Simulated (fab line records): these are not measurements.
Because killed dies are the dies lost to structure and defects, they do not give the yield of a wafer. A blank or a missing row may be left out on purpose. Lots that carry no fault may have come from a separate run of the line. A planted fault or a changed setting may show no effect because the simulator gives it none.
Matching of chambers || flow nand-harc || NHARC_A_STAIRCASE_DEP_322 on pecvd-01 has 3 sister chambers
The step deposits SiO2, target thk 7200 nm. 18 wafers are shown with their chamber, then 9 later ones without.

== WAFERS PAIRED WITH THEIR CHAMBERS ==
{"wafer": "L075.1", "chamber": 1, "heater-power-w (W)": 905}
{"wafer": "L075.2", "chamber": 0, "heater-power-w (W)": 524}
{"wafer": "L075.5", "chamber": 0, "heater-power-w (W)": 439}
{"wafer": "L076.2", "chamber": 1, "heater-power-w (W)": 959}
{"wafer": "L076.3", "chamber": 2, "heater-power-w (W)": 722}
{"wafer": "L076.5", "chamber": 2, "heater-power-w (W)": 558}
{"wafer": "L077.3", "chamber": 1, "heater-power-w (W)": 817}
{"wafer": "L077.4", "chamber": 2, "heater-power-w (W)": 584}
{"wafer": "L077.5", "chamber": 1, "heater-power-w (W)": 777}
{"wafer": "L080.3", "chamber": 1, "heater-power-w (W)": 951}
{"wafer": "L080.4", "chamber": 0, "heater-power-w (W)": 447}
{"wafer": "L080.6", "chamber": 1, "heater-power-w (W)": 782}
{"wafer": "L086.4", "chamber": 0, "heater-power-w (W)": 451}
{"wafer": "L086.5", "chamber": 1, "heater-power-w (W)": 799}
{"wafer": "L086.6", "chamber": 2, "heater-power-w (W)": 579}
{"wafer": "L089.2", "chamber": 2, "heater-power-w (W)": 603}
{"wafer": "L089.4", "chamber": 2, "heater-power-w (W)": 569}
{"wafer": "L089.5", "chamber": 1, "heater-power-w (W)": 817}

SIGNATURES (means of the wafers above)
{"reading": "heater-power-w", "chamber 0": 465.25, "chamber 1": 850.88, "chamber 2": 602.50, "scatter within a chamber": 64.7}
Rule: for a wafer and a chamber, the distance is found by dividing, reading by reading, the gap between the wafer's reading and the chamber's mean by the reading's scatter, squaring, summing and taking the root. The wafer belongs to the nearest chamber; if the next one is less than 2 further off, it can't be placed. The scatter: the root of (the sum of the squares of (reading less its chamber's mean) over the shown wafers, divided by (wafers less chambers)).

== WAFERS WHOSE CHAMBER IS MISSING ==
{"wafer": "L090.1", "heater-power-w (W)": 482}
{"wafer": "L090.4", "heater-power-w (W)": 570}
{"wafer": "L090.5", "heater-power-w (W)": 792}
{"wafer": "L092.1", "heater-power-w (W)": 560}
{"wafer": "L092.3", "heater-power-w (W)": 959}
{"wafer": "L092.5", "heater-power-w (W)": 552}
{"wafer": "L096.1", "heater-power-w (W)": 986}
{"wafer": "L096.3", "heater-power-w (W)": 541}
{"wafer": "L096.6", "heater-power-w (W)": 444}

== WHICH CHAMBER EACH ONE RAN IN ==
{"wafer": "L090.1", "from the rows above": "can't be placed: 0 or 2", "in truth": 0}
{"wafer": "L090.4", "from the rows above": "can't be placed: 2 or 0", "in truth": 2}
{"wafer": "L090.5", "from the rows above": 1, "in truth": 1}
{"wafer": "L092.1", "from the rows above": "can't be placed: 2 or 0", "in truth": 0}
{"wafer": "L092.3", "from the rows above": 1, "in truth": 1}
{"wafer": "L092.5", "from the rows above": "can't be placed: 2 or 0", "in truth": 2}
{"wafer": "L096.1", "from the rows above": 1, "in truth": 1}
{"wafer": "L096.3", "from the rows above": "can't be placed: 2 or 0", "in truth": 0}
{"wafer": "L096.6", "from the rows above": 0, "in truth": 0}
Correct placement for 4 of the 9. Cannot be placed on the basis of these rows: 5; the candidates contain the true chamber in 5. Wrongly placed: 0.
